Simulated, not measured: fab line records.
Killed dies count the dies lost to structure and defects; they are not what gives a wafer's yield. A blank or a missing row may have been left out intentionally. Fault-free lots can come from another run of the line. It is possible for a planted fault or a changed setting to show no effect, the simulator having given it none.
The same fault as seen by 3 desks    flow n5Finfet    each desk holds nothing but its own numbers, with what lay behind them at the end

## METROLOGY DESK
Lot by lot, what the gauges showed, no matter which tool ran the lot: averages of those sampled wafers that carry a number. The brackets show how far a lot's mean lies from the usual mean; more than 4 standard deviations puts the lot out of limits, marked OUT. 7 of its 10 readings are shown, namely those furthest out on some lot.
Columns: A = DIBL_N at N5_BEOL_M4_RC_MEAS_101, usual 35.3 mV/V; B = IOFF_P at N5_BEOL_M4_RC_MEAS_101, usual 0.19 nA/um; C = ION_N at N5_BEOL_M4_RC_MEAS_101, usual 670 uA/um; D = ION_P at N5_BEOL_M4_RC_MEAS_101, usual 460 uA/um; E = SS_N at N5_BEOL_M4_RC_MEAS_101, usual 71.2 mV/dec; F = SS_P at N5_BEOL_M4_RC_MEAS_101, usual 73.0 mV/dec; G = VT_P at N5_BEOL_M4_RC_MEAS_101, usual -251.4 mV
lot   first seen here  A     B     C    D    E     F     G
L526  day 8 03:53      38.2  0.23  675  466  71.7  73.7  -250.7
L536  day 11 05:05     33.8  0.17  676  465  70.5  72.1  -253.5
L537  day 11 05:34     35.7  0.18  659  455  70.8  72.8  -252.4
L538  day 12 01:48     34.7  0.19  655  451  71.3  73.1  -250.4
L547  day 14 06:32     35.5  0.20  678  467  71.1  73.0  -249.8
L548  day 14 12:37     36.4  0.20  658  454  71.0  72.8  -248.7
This desk's finding: nothing out of limits on any of the 6 lots.

## THE DEFECT DESK
For each lot, the counts of the inspections along the route, averaged over the sampled wafers that have a number. The brackets show how far a lot's mean lies from the usual mean; more than 4 standard deviations puts the lot out of limits, marked OUT.
Columns: A = rawDefectCount at N5_HKMG_FIN_INSPECT_28, usual 41
lot   first seen here  A
L526  day 4 07:04      31
L536  day 6 20:19      44
L537  day 7 02:41      44
L538  day 7 11:35      31
L547  day 9 12:52      37
L548  day 9 22:49      47
This desk's finding: nothing out of limits on any of the 6 lots.

## THE TOOL OWNER'S DESK: rieMetal-02
The tool's own readings at N5_GATE_CUT_ETCH_56 (etches TiN in Cl2/Ar, target depth 21.6 nm): means of the sampled wafers that have a number, for each lot that ran on this tool. The brackets show how far a lot's mean lies from the usual mean; more than 4 standard deviations puts the lot out of limits, marked OUT.
Columns: A = drypumpMotorCurrentA at N5_GATE_CUT_ETCH_56, usual 5.9 A; B = heBacksideLeakSccm at N5_GATE_CUT_ETCH_56, usual 3.30 sccm; C = mfcArSccm at N5_GATE_CUT_ETCH_56, usual 59.96 sccm; D = mfcCl2Sccm at N5_GATE_CUT_ETCH_56, usual 40.02 sccm; E = oesProductAu at N5_GATE_CUT_ETCH_56, usual 0.78 a.u.; F = throttleValvePct at N5_GATE_CUT_ETCH_56, usual 20.79 %
lot   first seen here  A    B     C      D                E     F
L526  day 4 07:13      5.8  3.32  59.95  40.23            0.81  20.65
L536  day 6 20:28      5.7  3.23  59.81  51.25 (+86) OUT  0.77  22.05 (+6.0) OUT
L537  day 7 02:51      5.9  3.33  59.88  45.66 (+43) OUT  0.80  21.32
This desk finds L536, L537 out of limits, L536 being first, at day 6 20:28 (mfcCl2Sccm at N5_GATE_CUT_ETCH_56). L526 stayed within limits.

## TAKEN TOGETHER
An alarm could have come from the tool owner's desk at day 6 20:28, on L536, L537.
From the metrology desk's view, nothing was out of limits.
Nothing out of limits was seen by the defect desk.
The metrology desk holds a record of L536, L537, inside its limits.
The defect desk has L536, L537 on record, within its limits.
Of the lots named, all ran N5_GATE_CUT_ETCH_56 on rieMetal-02.

## WHAT HAD BEEN PUT IN BY THE SIMULATOR
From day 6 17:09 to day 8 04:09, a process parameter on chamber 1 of rieMetal-02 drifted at N5_GATE_CUT_ETCH_56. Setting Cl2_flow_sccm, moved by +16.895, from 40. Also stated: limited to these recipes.
Struck lots among those shown: L536, L537.
Delay in hours, fault start to first out-of-limits reading, by desk: the tool owner's desk at 3.
